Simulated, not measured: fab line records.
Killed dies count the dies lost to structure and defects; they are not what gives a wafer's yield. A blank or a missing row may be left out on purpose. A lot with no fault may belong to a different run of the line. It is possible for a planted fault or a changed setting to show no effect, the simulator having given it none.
Which tool was responsible?    flow nand-harc    13 lots, 39 wafers sampled, at 4 steps of a route of 1302

## WHAT EACH GAUGE READ, for each wafer
NHARC_A_BLC_INSPECT_28.
lot   measured      on                 raw-defect-count
L103  day 23 00:18  defect-inspect-01  420 474 360
L102  day 23 03:27  defect-inspect-02  503 457 550
L112  day 26 06:35  defect-inspect-01  444 491 456
L114  day 27 13:33  defect-inspect-02  596 405 372
L116  day 28 08:05  defect-inspect-01  698 1187 640
L115  day 28 10:16  defect-inspect-01  445 363 529
L119  day 29 12:23  defect-inspect-01  311 525 452
L120  day 29 14:11  defect-inspect-02  556 432 758
L118  day 29 16:02  defect-inspect-01  527 366 683
L121  day 30 06:11  defect-inspect-02  537 528 698
L122  day 31 11:46  defect-inspect-02  407 346 289
L124  day 31 17:58  defect-inspect-02  724 506 616
L125  day 32 20:53  defect-inspect-01  521 690 450

## EACH LOT AND THE TOOL THAT RAN IT (in order: tool; ch and the chambers of the sampled wafers; start)
lot   NHARC_A_CONTACT_ALD_18               NHARC_A_BLC_ETCH_17                            NHARC_A_BLC_ALD_23
L103  ald-metal-03 ch 2,3, day 22 18:24    rie-diel-06 ch 0,1,3, day 22 23:13 or earlier  ald-metal-04 ch 0,1,3, day 22 23:13
L102  ald-metal-03 ch 1,2,3, day 22 22:19  rie-diel-06 ch 0,1, day 23 02:21 or earlier    ald-metal-04 ch 0,2,3, day 23 02:21
L112  ald-metal-03 ch 0,1, day 26 01:28    rie-diel-06 ch 0,1,2, day 26 05:28 or earlier  ald-metal-04 ch 1,2, day 26 05:28
L114  ald-metal-04 ch 0,2,3, day 27 08:14  rie-diel-11 ch 0,3, day 27 12:26 or earlier    ald-metal-02 ch 1,2, day 27 12:26
L116  ald-metal-02 ch 0,1,2, day 28 02:59  rie-diel-11 ch 0,1,2, day 28 06:59 or earlier  ald-metal-02 ch 0,1,3, day 28 06:59
L115  ald-metal-03 ch 0,1, day 28 05:06    rie-diel-11 ch 2,3, day 28 09:11 or earlier    ald-metal-02 ch 0,1,3, day 28 09:11
L119  ald-metal-04 ch 0,3, day 29 07:23    rie-diel-11 ch 1,2, day 29 11:16 or earlier    ald-metal-04 ch 1,2, day 29 11:16
L120  ald-metal-02 ch 0,2,3, day 29 09:02  rie-diel-06 ch 0,1,3, day 29 13:07 or earlier  ald-metal-01 ch 0,1,2, day 29 13:07
L118  ald-metal-03 ch 0,2,3, day 29 10:47  rie-diel-06 ch 0,2,3, day 29 14:52 or earlier  ald-metal-04 ch 0,1, day 29 14:52
L121  ald-metal-04 ch 0,1, day 30 01:01    rie-diel-06 ch 0,1, day 30 05:03 or earlier    ald-metal-02 ch 2,3, day 30 05:03
L122  ald-metal-02 ch 0,1,3, day 31 06:37  rie-diel-11 ch 1,2,3, day 31 10:35 or earlier  ald-metal-04 ch 1,2, day 31 10:35
L124  ald-metal-02 ch 1,2, day 31 12:43    rie-diel-06 ch 0,2,3, day 31 16:47 or earlier  ald-metal-04 ch 0,2, day 31 16:47
L125  ald-metal-03 ch 0,1,3, day 32 15:47  rie-diel-11 ch 0,1,2, day 32 19:47 or earlier  ald-metal-02 ch 1,2,3, day 32 19:47
- NHARC_A_CONTACT_ALD_18: deposits TiN, target thk 3 nm, pulse time 1 s, ald cycles 150.
- NHARC_A_BLC_ETCH_17: etches the open film in N2/H2, target depth 390 nm, time 609.38 s.
- NHARC_A_BLC_ALD_23: deposits TiN, target thk 3 nm, pulse time 1 s, ald cycles 150.

## WHAT THE TOOLS THEMSELVES READ (means of the sampled wafers that have a number; where no wafer has one, the mark that the record gives instead)
NHARC_A_CONTACT_ALD_18.
lot   tool          heater-power-w (W)  precursor-pulse-height-rel
L103  ald-metal-03  1036                1.008
L102  ald-metal-03  1084                0.986
L112  ald-metal-03  1079                1.021
L114  ald-metal-04  1002                0.980
L116  ald-metal-02  1114                0.992
L115  ald-metal-03  1102                0.995
L119  ald-metal-04  957                 0.990
L120  ald-metal-02  1071                1.013
L118  ald-metal-03  1024                1.009
L121  ald-metal-04  992                 0.991
L122  ald-metal-02  1093                0.998
L124  ald-metal-02  1209                0.996
L125  ald-metal-03  1131                1.010

NHARC_A_BLC_ETCH_17.
lot   tool         bias-w (W)  drypump-motor-current-A (A)  mfc-ar-sccm (sccm)  oes-product-au (a.u.)  rf-vpp-V (V)  showerhead-plenum-p-Torr (Torr)  throttle-valve-pct (%)
L103  rie-diel-06  150.2       6.0                          0.007               0.989                  430.6         2.04                             14.170
L102  rie-diel-06  149.9       5.7                          0.010               0.993                  432.4         2.09                             14.166
L112  rie-diel-06  150.0       5.8                          0.014               0.995                  430.0         2.02                             14.171
L114  rie-diel-11  150.2       5.8                          0.000               0.995                  432.3         2.11                             14.166
L116  rie-diel-11  150.1       5.8                          0.006               1.001                  431.2         2.06                             14.179
L115  rie-diel-11  149.8       6.0                          0.012               1.002                  427.1         1.93                             14.170
L119  rie-diel-11  150.7       5.7                          0.007               0.994                  429.4         2.02                             14.160
L120  rie-diel-06  150.0       6.0                          0.007               0.997                  431.1         2.04                             14.172
L118  rie-diel-06  150.0       6.1                          0.012               1.001                  428.4         1.98                             14.169
L121  rie-diel-06  150.3       5.7                          0.010               1.001                  432.4         2.09                             14.173
L122  rie-diel-11  150.1       5.8                          0.006               0.998                  428.7         1.99                             14.170
L124  rie-diel-06  150.2       6.1                          0.012               0.999                  428.9         1.98                             14.166
L125  rie-diel-11  150.3       5.8                          0.006               0.994                  431.0         2.05                             14.173

NHARC_A_BLC_ALD_23.
lot   tool          heater-power-w (W)  precursor-pulse-height-rel
L103  ald-metal-04  989                 1.020
L102  ald-metal-04  991                 0.992
L112  ald-metal-04  1013                1.017
L114  ald-metal-02  1186                1.003
L116  ald-metal-02  1051                0.991
L115  ald-metal-02  1056                0.991
L119  ald-metal-04  1061                0.996
L120  ald-metal-01  1043                1.005
L118  ald-metal-04  1038                1.012
L121  ald-metal-02  1154                0.990
L122  ald-metal-04  1079                1.017
L124  ald-metal-04  1027                0.977
L125  ald-metal-02  1134                0.989

## THE ANSWER, worked out from the rows above alone
Rule: usual is defined by the lots themselves. Put in order of their means at a reading, lots are off if they are a third of the lots or fewer, leave a main group of 4 or more, and stand apart from it by a gap of 3 or more times the standard deviation of the main group's means; of several such gaps the widest counts. The tables above print the reading to a certain number of digits; a main group whose means all agree to those digits is not used. Also off: a lot with no number at a reading for which 4 or more lots have one. All remaining lots with rows at the step are treated as sound. Order of review: gauges by route order, followed by the tools' own readings, for which a lot's mean as printed above is used. The first step at which some lot is off is used, and at that step the reading that is off furthest; a lot without a number counts as furthest.
None of the lots is off at any reading shown; this tells nothing.

## WHAT THE SIMULATOR HAD INSERTED
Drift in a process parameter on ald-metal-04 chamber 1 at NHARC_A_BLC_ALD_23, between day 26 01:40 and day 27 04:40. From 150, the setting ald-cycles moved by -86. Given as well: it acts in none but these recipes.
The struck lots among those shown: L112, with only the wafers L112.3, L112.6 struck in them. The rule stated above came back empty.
